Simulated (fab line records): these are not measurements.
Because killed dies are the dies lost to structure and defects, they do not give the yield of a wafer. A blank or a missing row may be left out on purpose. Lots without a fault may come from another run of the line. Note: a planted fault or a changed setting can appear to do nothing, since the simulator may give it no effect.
A struck lot beside a sound one | flow nand_harc | 15 steps out of a route of 1302
Sound: these wafers, L994.2, L994.5, L994.6. Wafers L111.1, L111.3, L111.6 were the ones struck. The cause is named last.
Per side, at each step with rows, come the tool, then ch with its chambers, and then its first start. Under that, the readings that differ: sound wafers | struck wafers | difference of the means | sigmas: that difference in standard deviations of wafers without a fault.
alike: a reading whose means differ by less than 2 such deviations, as well as words and numbers matching on both sides. not compared: withheld readings; readings where some wafer has no value; bounds like >300 that might hide an equal value; numbers whose values overlap and for which the record gives no deviation.
A row with sigmas, a row that says differs or no value, or rows on one side alone: a step with any of these is where the two part. When numbers do not overlap yet have no deviation, they are printed without sigmas and do not part them. A reading that every wafer of one side lacks parts them only if that side has two wafers or more.

NHARC_A_DECK1_JOINT_CMP_02: polishes SiOx.
  sound on cmp-02 ch 0,2,3, day 12 21:31; struck on cmp-04 ch 2,3, day 19 22:04
  alike: edge_zone_pressure_frac, motor_current_A
next, for these wafers, 1 step has no rows: NHARC_A_DECK1_JOINT_SRD_15.
NHARC_A_DECK1_JOINT_DEP_16: deposits SiO2, target thk 45 nm.
  sound on pecvd-04 ch 1,2, day 12 21:53; struck on pecvd-01 ch 1,2, day 19 22:29
  alike: chamber_pressure_Torr, heater_power_w, rf_fwd_power_W, showerhead_vpp_V, throttle_valve_pct
NHARC_A_DECK1_JOINT_THK_MEAS_17: measures by ellipsometry.
  struck on film_metro-02, day 19 22:44; sound on film_metro-02, day 12 22:06
  reading     | sound          | struck         | difference | sigmas
  thk_nm (nm) | 46.6 47.0 46.7 | 43.6 42.9 46.0 | -2.6       | -2
NHARC_A_DECK1_JOINT_INSPECT_05:
  struck on defect_inspect-02, day 19 22:46; sound on defect_inspect-01, day 12 22:08
  alike: raw_defect_count
following that, 1 step holds no rows for these wafers, namely NHARC_A_ONON_D2_DEP_00 (target thickness 1000 nm).
NHARC_A_ONON_D2_THK_MEAS_02: measures by ellipsometry.
  struck on film_metro-01, day 19 23:21; sound on film_metro-01, day 12 22:43
  alike: thk_nm
following that, 1 step holds no rows for these wafers, namely NHARC_A_ONON_D2_DEP_03 (target thickness 1000 nm).
NHARC_A_ONON_D2_THK_MEAS_05: measures by ellipsometry.
  struck on film_metro-02, day 19 23:55; sound on film_metro-01, day 12 23:17
  alike: thk_nm
following that, 1 step holds no rows for these wafers, namely NHARC_A_ONON_D2_DEP_06 (target thickness 1000 nm).
NHARC_A_ONON_D2_THK_MEAS_08: measures by ellipsometry.
  struck on film_metro-02, day 20 00:29; sound on film_metro-01, day 12 23:51
  reading     | sound       | struck       | difference | sigmas
  thk_nm (nm) | 976 975 975 | 1000 999 999 | +24        | +3
NHARC_A_ONON_D2_DEP_09: target thk 1000 nm.
  sound on pecvd_onon-01 ch 0, day 12 23:58; struck on pecvd_onon-03 ch 0, day 20 00:32
NHARC_A_ONON_D2_THK_MEAS_11: measures by ellipsometry.
  struck on film_metro-02, day 20 01:03; sound on film_metro-02, day 13 00:25
  reading     | sound          | struck      | difference | sigmas
  thk_nm (nm) | 1002 1000 1000 | 622 622 621 | -379       | -34
following that, 1 step holds no rows for these wafers, namely NHARC_A_ONON_D2_DEP_12 (target thickness 1000 nm).
-- jump in the record: it breaks off in module A_ONON_D2 and resumes in module END (first step shown: number 1302 of the route), and 12 days separate the struck wafers' starts before and after --
NHARC_END_SORT_01:
  at this point the record logs the struck wafers (prober-01 ch 0, day 31 18:47) and has no rows for the sound ones

== WHERE THEY PART ==
Last at NHARC_END_SORT_01 as far as this record goes, first at NHARC_A_DECK1_JOINT_THK_MEAS_17.

WHY: what had been put in by the simulator
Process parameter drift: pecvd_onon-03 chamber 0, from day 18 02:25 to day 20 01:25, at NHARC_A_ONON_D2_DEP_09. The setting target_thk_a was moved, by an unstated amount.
